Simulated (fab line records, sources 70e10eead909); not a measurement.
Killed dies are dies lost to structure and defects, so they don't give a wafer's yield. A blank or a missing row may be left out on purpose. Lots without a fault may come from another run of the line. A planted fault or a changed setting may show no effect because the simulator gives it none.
Which tool did it? | flow nand_harc | 24 lots, 72 wafers sampled, at 6 steps of a route of 1302

WHAT THE GAUGES READ, wafer by wafer
The record holds no reading of a measuring or inspecting step that can be judged against a usual standard deviation.

WHICH TOOL RAN EACH LOT (tool, then ch and the chambers of the sampled wafers, then the start)
lot  | NHARC_A_CONTACT_ETCH_114             | NHARC_A_CONTACT_ETCH_115             | NHARC_A_CONTACT_ETCH_123             | NHARC_A_CONTACT_ETCH_90            | NHARC_A_CONTACT_ETCH_75            | NHARC_A_CONTACT_ETCH_126
L076 | har_cap_etch-03 ch 0,1, day 21 12:49 | har_cap_etch-03 ch 0,1, day 21 13:00 | har_cap_etch-03 ch 0,1, day 21 14:25 | rie_diel-07 ch 0,1,2, day 21 15:20 | rie_diel-02 ch 0,2,3, day 21 22:00 | har_cap_etch-02 ch 0,1, day 21 23:50
L075 | har_cap_etch-01 ch 0,1, day 21 14:20 | har_cap_etch-01 ch 0,1, day 21 14:30 | har_cap_etch-01 ch 0,1, day 21 15:52 | rie_diel-02 ch 0,1,2, day 21 16:52 | rie_diel-13 ch 0,1,3, day 21 22:45 | har_cap_etch-03 ch 0,1, day 22 00:46
L074 | har_cap_etch-02 ch 0,1, day 22 02:01 | har_cap_etch-02 ch 0,1, day 22 02:11 | har_cap_etch-02 ch 0,1, day 22 03:34 | rie_diel-02 ch 1,2,3, day 22 04:32 | rie_diel-02 ch 0,1,2, day 22 09:59 | har_cap_etch-01 ch 0,1, day 22 11:59
L077 | har_cap_etch-02 ch 0,1, day 23 06:59 | har_cap_etch-02 ch 0,1, day 23 07:10 | har_cap_etch-02 ch 0,1, day 23 08:32 | rie_diel-02 ch 2,3, day 23 09:31   | rie_diel-02 ch 0,1,2, day 23 14:57 | har_cap_etch-02 ch 1, day 23 16:49
L078 | har_cap_etch-01 ch 0,1, day 23 09:45 | har_cap_etch-01 ch 0,1, day 23 09:55 | har_cap_etch-01 ch 0,1, day 23 11:20 | rie_diel-02 ch 1,2,3, day 23 12:16 | rie_diel-02 ch 0,2, day 23 17:38   | har_cap_etch-01 ch 0,1, day 23 19:28
L080 | har_cap_etch-03 ch 0,1, day 23 09:56 | har_cap_etch-03 ch 0,1, day 23 10:07 | har_cap_etch-03 ch 0,1, day 23 11:35 | rie_diel-02 ch 0,1,2, day 23 12:23 | rie_diel-07 ch 0,3, day 23 17:50   | har_cap_etch-03 ch 0,1, day 23 20:01
L079 | har_cap_etch-02 ch 0,1, day 24 01:22 | har_cap_etch-02 ch 0,1, day 24 01:32 | har_cap_etch-02 ch 0,1, day 24 02:58 | rie_diel-13 ch 0,1,3, day 24 03:51 | rie_diel-02 ch 0,1,2, day 24 11:00 | har_cap_etch-02 ch 0, day 24 12:50
L081 | har_cap_etch-03 ch 0,1, day 24 13:19 | har_cap_etch-03 ch 0,1, day 24 13:29 | har_cap_etch-03 ch 0,1, day 24 14:52 | rie_diel-07 ch 0,1, day 24 15:50   | rie_diel-13 ch 0,2,3, day 24 21:11 | har_cap_etch-02 ch 0,1, day 24 23:02
L082 | har_cap_etch-03 ch 0,1, day 25 07:29 | har_cap_etch-03 ch 0,1, day 25 07:39 | har_cap_etch-03 ch 0,1, day 25 09:05 | rie_diel-02 ch 0,1, day 25 09:58   | rie_diel-02 ch 2,3, day 25 15:26   | har_cap_etch-01 ch 0,1, day 25 17:18
L083 | har_cap_etch-01 ch 0,1, day 25 07:53 | har_cap_etch-01 ch 0,1, day 25 08:04 | har_cap_etch-01 ch 0,1, day 25 09:33 | rie_diel-07 ch 0,2,3, day 25 10:22 | rie_diel-02 ch 1,2, day 25 16:40   | har_cap_etch-02 ch 0,1, day 25 18:37
L084 | har_cap_etch-03 ch 0,1, day 25 14:38 | har_cap_etch-03 ch 0,1, day 25 14:48 | har_cap_etch-03 ch 0,1, day 25 16:17 | rie_diel-02 ch 0,1,2, day 25 17:05 | rie_diel-02 ch 0,1, day 25 22:31   | har_cap_etch-01 ch 0,1, day 26 00:25
L085 | har_cap_etch-03 ch 0,1, day 25 23:35 | har_cap_etch-03 ch 0,1, day 25 23:46 | har_cap_etch-03 ch 0,1, day 26 01:18 | rie_diel-02 ch 0,3, day 26 02:02   | rie_diel-02 ch 1,2, day 26 07:26   | har_cap_etch-02 ch 0,1, day 26 09:34
L086 | har_cap_etch-03 ch 0,1, day 26 16:08 | har_cap_etch-03 ch 0,1, day 26 16:19 | har_cap_etch-03 ch 0,1, day 26 17:41 | rie_diel-13 ch 1,2, day 26 18:40   | rie_diel-02 ch 1,3, day 27 07:46   | har_cap_etch-02 ch 0,1, day 27 09:38
L088 | har_cap_etch-01 ch 0,1, day 26 16:19 | har_cap_etch-01 ch 0,1, day 26 16:29 | har_cap_etch-01 ch 0,1, day 26 17:55 | rie_diel-13 ch 2,3, day 26 18:49   | rie_diel-07 ch 0,3, day 27 08:26   | har_cap_etch-03 ch 0,1, day 27 10:18
L089 | har_cap_etch-02 ch 0,1, day 26 20:28 | har_cap_etch-02 ch 0,1, day 26 20:41 | har_cap_etch-02 ch 0,1, day 26 22:31 | rie_diel-13 ch 0,1,3, day 26 23:40 | rie_diel-02 ch 0,2, day 27 11:05   | har_cap_etch-02 ch 0,1, day 27 13:14
L087 | har_cap_etch-03 ch 0,1, day 26 21:38 | har_cap_etch-03 ch 0,1, day 26 21:48 | har_cap_etch-03 ch 0,1, day 26 23:10 | rie_diel-13 ch 1,2,3, day 27 00:10 | rie_diel-07 ch 0,1,2, day 27 11:14 | har_cap_etch-01 ch 0,1, day 27 13:04
L091 | har_cap_etch-03 ch 1, day 27 18:39   | har_cap_etch-03 ch 1, day 27 18:49   | har_cap_etch-03 ch 1, day 27 20:11   | rie_diel-02 ch 0,1,3, day 27 21:10 | rie_diel-02 ch 1,2,3, day 28 02:43 | har_cap_etch-03 ch 0,1, day 28 04:35
L090 | har_cap_etch-02 ch 0,1, day 27 19:53 | har_cap_etch-02 ch 0,1, day 27 20:06 | har_cap_etch-02 ch 0,1, day 27 21:55 | rie_diel-02 ch 1,2,3, day 27 23:04 | rie_diel-02 ch 0,1,2, day 28 04:32 | har_cap_etch-02 ch 0,1, day 28 06:52
L092 | har_cap_etch-02 ch 0,1, day 29 00:22 | har_cap_etch-02 ch 0,1, day 29 00:32 | har_cap_etch-02 ch 0,1, day 29 01:57 | rie_diel-02 ch 0,2, day 29 02:52   | rie_diel-07 ch 1,2,3, day 29 09:14 | har_cap_etch-03 ch 0, day 29 11:26
L093 | har_cap_etch-01 ch 0,1, day 29 01:11 | har_cap_etch-01 ch 0,1, day 29 01:22 | har_cap_etch-01 ch 0,1, day 29 02:44 | rie_diel-07 ch 0,2,3, day 29 03:43 | rie_diel-02 ch 0,2,3, day 29 10:07 | har_cap_etch-02 ch 0,1, day 29 11:58
L094 | har_cap_etch-02 ch 0,1, day 30 01:10 | har_cap_etch-02 ch 0,1, day 30 01:20 | har_cap_etch-02 ch 0,1, day 30 02:42 | rie_diel-02 ch 1,2,3, day 30 03:41 | rie_diel-02 ch 0,1,2, day 30 09:01 | har_cap_etch-02 ch 0,1, day 30 10:50
L095 | har_cap_etch-01 ch 0,1, day 30 04:40 | har_cap_etch-01 ch 0,1, day 30 04:50 | har_cap_etch-01 ch 0,1, day 30 06:12 | rie_diel-02 ch 0,2, day 30 07:11   | rie_diel-13 ch 0,2, day 30 14:18   | har_cap_etch-01 ch 0,1, day 30 16:10
L096 | har_cap_etch-03 ch 0,1, day 30 04:55 | har_cap_etch-03 ch 0,1, day 30 05:05 | har_cap_etch-03 ch 0,1, day 30 06:28 | rie_diel-07 ch 0,3, day 30 07:27   | rie_diel-02 ch 0,1,3, day 30 15:08 | har_cap_etch-03 ch 0,1, day 30 17:04
L097 | har_cap_etch-02 ch 0,1, day 31 06:34 | har_cap_etch-02 ch 0,1, day 31 06:44 | har_cap_etch-02 ch 0,1, day 31 08:10 | rie_diel-02 ch 0,2, day 31 09:03   | rie_diel-02 ch 1,3, day 31 14:29   | har_cap_etch-03 ch 0, day 31 16:20
- NHARC_A_CONTACT_ETCH_114: etches the open film in C4F8/O2/Ar, time 190 s, target depth 1850 nm.
- NHARC_A_CONTACT_ETCH_115: etches the open film in C4F8/O2/Ar, time 190 s, target depth 1850 nm.
- NHARC_A_CONTACT_ETCH_123: etches the open film in C4F8/O2/Ar, time 490 s, target depth 2110 nm.
- NHARC_A_CONTACT_ETCH_90: etches the open film in CH3F/O2, target depth 40 nm, time 85.7 s.
- NHARC_A_CONTACT_ETCH_75: etches the open film in CF4, target depth 39 nm, time 65 s.
- NHARC_A_CONTACT_ETCH_126: etches the open film in C4F8/O2/Ar, time 197 s, target depth 1918 nm.

WHAT THE TOOLS THEMSELVES READ (means of the sampled wafers that have a number; where no wafer has one, the mark that the record gives instead)
NHARC_A_CONTACT_ETCH_90. Usual: drypump_motor_current_A 6.10 A, standard deviation 0.26; oes_product_au 0.96 a.u., standard deviation 0.036; rf_vpp_V 245.1 V, standard deviation 2.2; showerhead_plenum_p_Torr 2.51 Torr, standard deviation 0.15; throttle_valve_pct 20.664 %, standard deviation 0.01.
lot  | tool        | drypump_motor_current_A (A) | oes_product_au (a.u.) | rf_vpp_V (V) | showerhead_plenum_p_Torr (Torr) | throttle_valve_pct (%) | flag
L076 | rie_diel-07 | 5.92                        | 1.01                  | 243.6        | 2.46                            | 20.660                 |
L075 | rie_diel-02 | 6.22                        | 0.93                  | 246.1        | 2.62                            | 20.654                 |
L074 | rie_diel-02 | 6.01                        | 1.01                  | 245.0        | 2.50                            | 20.653                 |
L077 | rie_diel-02 | 5.88                        | 0.94                  | 242.8        | 2.38                            | 20.666                 |
L078 | rie_diel-02 | 6.01                        | 0.94                  | 245.8        | 2.49                            | 20.662                 |
L080 | rie_diel-02 | 6.23                        | 1.01                  | 247.1        | 2.62                            | 20.664                 |
L079 | rie_diel-13 | 6.33                        | 0.93                  | 244.7        | 2.39                            | 20.662                 |
L081 | rie_diel-07 | 5.97                        | 0.99                  | 244.7        | 2.53                            | 20.662                 |
L082 | rie_diel-02 | 6.18                        | 0.93                  | 246.5        | 2.65                            | 20.666                 |
L083 | rie_diel-07 | 6.07                        | 1.00                  | 245.6        | 2.54                            | 20.660                 |
L084 | rie_diel-02 | 6.20                        | 0.93                  | 247.5        | 2.61                            | 20.669                 |
L085 | rie_diel-02 | 6.01                        | 1.01                  | 245.4        | 2.53                            | 20.660                 |
L086 | rie_diel-13 | 6.37                        | 0.93                  | 246.0        | 2.56                            | 20.665                 |
L088 | rie_diel-13 | 6.21                        | 0.93                  | 245.3        | 2.52                            | 20.658                 |
L089 | rie_diel-13 | 6.30                        | 0.92                  | 243.5        | 2.38                            | 20.660                 |
L087 | rie_diel-13 | 6.25                        | 0.93                  | 244.2        | 2.49                            | 20.658                 |
L091 | rie_diel-02 | 5.96                        | 1.00                  | 244.4        | 2.52                            | 20.663                 |
L090 | rie_diel-02 | 6.01                        | 1.01                  | 244.2        | 2.49                            | 20.667                 |
L092 | rie_diel-02 | 6.32                        | 0.93                  | 245.8        | 2.58                            | 20.669                 |
L093 | rie_diel-07 | 6.08                        | 1.01                  | 244.7        | 2.53                            | 20.666                 |
L094 | rie_diel-02 | 6.02                        | 0.94                  | 244.4        | 2.48                            | 20.668                 |
L095 | rie_diel-02 | 6.34                        | 0.93                  | 246.5        | 2.57                            | 20.675                 |
L096 | rie_diel-07 | 6.14                        | 0.93                  | 246.2        | 2.58                            | 20.667                 |
L097 | rie_diel-02 | 6.27                        | 0.94                  | 246.6        | 2.61                            | 20.670                 |

NHARC_A_CONTACT_ETCH_75. Usual: drypump_motor_current_A 6.08 A, standard deviation 0.26; oes_product_au 1.003 a.u., standard deviation 0.0076; rf_vpp_V 151.8 V, standard deviation 1.3; showerhead_plenum_p_Torr 1.81 Torr, standard deviation 0.1; throttle_valve_pct 13.285 %, standard deviation 0.0087.
lot  | tool        | drypump_motor_current_A (A) | oes_product_au (a.u.) | rf_vpp_V (V) | showerhead_plenum_p_Torr (Torr) | throttle_valve_pct (%) | flag
L076 | rie_diel-02 | 6.07                        | 1.006                 | 152.0        | 1.80                            | 13.282                 |
L075 | rie_diel-13 | 6.31                        | 1.006                 | 151.0        | 1.73                            | 13.286                 |
L074 | rie_diel-02 | 6.21                        | 0.995                 | 151.9        | 1.88                            | 13.281                 |
L077 | rie_diel-02 | 6.20                        | 1.003                 | 152.3        | 1.88                            | 13.280                 |
L078 | rie_diel-02 | 6.33                        | 1.008                 | 152.1        | 1.86                            | 13.272                 |
L080 | rie_diel-07 | 6.11                        | 0.993                 | 153.1        | 1.88                            | 13.283                 |
L079 | rie_diel-02 | 6.21                        | 1.003                 | 152.5        | 1.87                            | 13.274                 |
L081 | rie_diel-13 | 6.26                        | 0.998                 | 151.3        | 1.74                            | 13.283                 |
L082 | rie_diel-02 | 6.13                        | 1.001                 | 151.3        | 1.77                            | 13.287                 |
L083 | rie_diel-02 | 6.13                        | 1.006                 | 152.0        | 1.87                            | 13.287                 |
L084 | rie_diel-02 | 6.15                        | 1.003                 | 153.3        | 1.90                            | 13.283                 |
L085 | rie_diel-02 | 6.25                        | 1.004                 | 152.7        | 1.85                            | 13.293                 |
L086 | rie_diel-02 | 5.87                        | 1.014                 | 152.2        | 1.81                            | 13.285                 |
L088 | rie_diel-07 | 6.12                        | 0.996                 | 152.7        | 1.86                            | 13.290                 |
L089 | rie_diel-02 | 6.31                        | 1.002                 | 152.0        | 1.85                            | 13.293                 |
L087 | rie_diel-07 | 5.93                        | 0.997                 | 150.4        | 1.76                            | 13.278                 |
L091 | rie_diel-02 | 5.99                        | 1.004                 | 151.3        | 1.79                            | 13.292                 |
L090 | rie_diel-02 | 6.19                        | 1.007                 | 152.5        | 1.87                            | 13.286                 |
L092 | rie_diel-07 | 5.94                        | 1.002                 | 151.7        | 1.74                            | 13.285                 |
L093 | rie_diel-02 | 6.07                        | 1.008                 | 152.4        | 1.79                            | 13.283                 |
L094 | rie_diel-02 | 6.22                        | 1.004                 | 152.2        | 1.87                            | 13.289                 |
L095 | rie_diel-13 | 6.33                        | 0.992                 | 151.7        | 1.81                            | 13.291                 |
L096 | rie_diel-02 | 5.94                        | 1.002                 | 151.5        | 1.80                            | 13.280                 |
L097 | rie_diel-02 | 5.89                        | 1.000                 | 151.2        | 1.80                            | 13.282                 |

THE ANSWER, worked out from the rows above alone
Rule: a lot is off if the mean of its wafers that have a number lies more than 3 standard deviations from the usual mean. A lot without any number at a reading at which 4 lots or more have one is off too. The other lots that the step has rows for count as sound. The gauges are gone through in route order, then the tools' own readings, and for those a lot's mean is taken as printed above. The first step at which some lot is off is used, and at that step the reading that is off furthest; a lot without a number counts as furthest.
No lot is off at any reading shown: from this, nothing can be told.

WHAT THE SIMULATOR HAD PUT IN
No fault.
